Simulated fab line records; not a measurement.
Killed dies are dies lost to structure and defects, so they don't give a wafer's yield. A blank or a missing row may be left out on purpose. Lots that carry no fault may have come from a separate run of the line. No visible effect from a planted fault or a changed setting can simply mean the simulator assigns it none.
Chamber matching :: flow n5_finfet :: N5_BEOL_M0_STRIP_142 on rie_diel-06 has 4 sister chambers
The step strips in N2/H2, time 10 s. 16 wafers are shown with their chamber, then 8 later ones without.

== WAFERS WITH THEIR CHAMBER ==
wafer: L074.2
chamber: 3
drypump_motor_current_A (A): 6.7
showerhead_plenum_p_Torr (Torr): 2.49
throttle_valve_pct (%): 23.81

wafer: L074.3
chamber: 1
drypump_motor_current_A (A): 4.9
showerhead_plenum_p_Torr (Torr): 2.48
throttle_valve_pct (%): 23.67

wafer: L074.4
chamber: 0
drypump_motor_current_A (A): 5.2
showerhead_plenum_p_Torr (Torr): 2.48
throttle_valve_pct (%): 23.88

wafer: L080.1
chamber: 3
drypump_motor_current_A (A): 6.7
showerhead_plenum_p_Torr (Torr): 2.49
throttle_valve_pct (%): 23.54

wafer: L080.2
chamber: 2
drypump_motor_current_A (A): 5.4
showerhead_plenum_p_Torr (Torr): 2.42
throttle_valve_pct (%): 24.11

wafer: L080.3
chamber: 0
drypump_motor_current_A (A): 5.2
showerhead_plenum_p_Torr (Torr): 2.48
throttle_valve_pct (%): 23.90

wafer: L080.4
chamber: 1
drypump_motor_current_A (A): 4.8
showerhead_plenum_p_Torr (Torr): 2.47
throttle_valve_pct (%): 23.72

wafer: L080.5
chamber: 0
drypump_motor_current_A (A): 5.2
showerhead_plenum_p_Torr (Torr): 2.48
throttle_valve_pct (%): 23.90

wafer: L080.6
chamber: 3
drypump_motor_current_A (A): 6.7
showerhead_plenum_p_Torr (Torr): 2.49
throttle_valve_pct (%): 23.55

wafer: L083.2
chamber: 3
drypump_motor_current_A (A): 6.7
showerhead_plenum_p_Torr (Torr): 2.49
throttle_valve_pct (%): 23.55

wafer: L083.5
chamber: 2
drypump_motor_current_A (A): 5.4
showerhead_plenum_p_Torr (Torr): 2.42
throttle_valve_pct (%): 24.12

wafer: L083.6
chamber: 1
drypump_motor_current_A (A): 4.8
showerhead_plenum_p_Torr (Torr): 2.47
throttle_valve_pct (%): 23.74

wafer: L084.3
chamber: 1
drypump_motor_current_A (A): 4.8
showerhead_plenum_p_Torr (Torr): 2.47
throttle_valve_pct (%): 23.72

wafer: L084.5
chamber: 2
drypump_motor_current_A (A): 5.3
showerhead_plenum_p_Torr (Torr): 2.41
throttle_valve_pct (%): 24.09

wafer: L084.6
chamber: 3
drypump_motor_current_A (A): 6.7
showerhead_plenum_p_Torr (Torr): 2.48
throttle_valve_pct (%): 23.56

wafer: L090.1
chamber: 1
drypump_motor_current_A (A): 4.9
showerhead_plenum_p_Torr (Torr): 2.46
throttle_valve_pct (%): 23.74

SIGNATURES, as means of the wafers listed above
reading: drypump_motor_current_A
chamber 0: 5.200
chamber 1: 4.840
chamber 2: 5.367
chamber 3: 6.700
scatter within a chamber: 0.0394

reading: showerhead_plenum_p_Torr
chamber 0: 2.4800
chamber 1: 2.4700
chamber 2: 2.4167
chamber 3: 2.4880
scatter within a chamber: 0.00537

reading: throttle_valve_pct
chamber 0: 23.8933
chamber 1: 23.7180
chamber 2: 24.1067
chamber 3: 23.6020
scatter within a chamber: 0.0697
Rule: for each reading, subtract the chamber's mean from the wafer's reading, divide by that reading's scatter and square the result; add these up over the readings and take the root, which gives the wafer's distance from the chamber. If the next closest chamber is less than 2 further off than the closest, the wafer can't be placed; otherwise it belongs to the closest. The scatter: take each reading less its chamber's mean, square it, sum over the shown wafers, divide by the number of wafers less the number of chambers, and take the root.

== WAFERS WITHOUT THEIR CHAMBER ==
wafer: L090.2
drypump_motor_current_A (A): 6.7
showerhead_plenum_p_Torr (Torr): 2.48
throttle_valve_pct (%): 23.56

wafer: L090.3
drypump_motor_current_A (A): 5.4
showerhead_plenum_p_Torr (Torr): 2.41
throttle_valve_pct (%): 24.15

wafer: L091.2
drypump_motor_current_A (A): 4.9
showerhead_plenum_p_Torr (Torr): 2.46
throttle_valve_pct (%): 23.74

wafer: L091.4
drypump_motor_current_A (A): 5.4
showerhead_plenum_p_Torr (Torr): 2.41
throttle_valve_pct (%): 24.15

wafer: L091.5
drypump_motor_current_A (A): 5.2
showerhead_plenum_p_Torr (Torr): 2.47
throttle_valve_pct (%): 23.93

wafer: L093.1
drypump_motor_current_A (A): 4.9
showerhead_plenum_p_Torr (Torr): 2.46
throttle_valve_pct (%): 23.73

wafer: L093.3
drypump_motor_current_A (A): 6.7
showerhead_plenum_p_Torr (Torr): 2.48
throttle_valve_pct (%): 23.58

wafer: L093.5
drypump_motor_current_A (A): 6.7
showerhead_plenum_p_Torr (Torr): 2.48
throttle_valve_pct (%): 23.57

== THE CHAMBER EACH PASSED THROUGH ==
wafer: L090.2
from the rows above: 3
in truth: 3

wafer: L090.3
from the rows above: 2
in truth: 2

wafer: L091.2
from the rows above: 1
in truth: 1

wafer: L091.4
from the rows above: 2
in truth: 2

wafer: L091.5
from the rows above: 0
in truth: 0

wafer: L093.1
from the rows above: 1
in truth: 1

wafer: L093.3
from the rows above: 3
in truth: 3

wafer: L093.5
from the rows above: 3
in truth: 3
Correctly placed: 8 of 8. Left unplaced by these rows: 0. Number placed wrongly: 0.
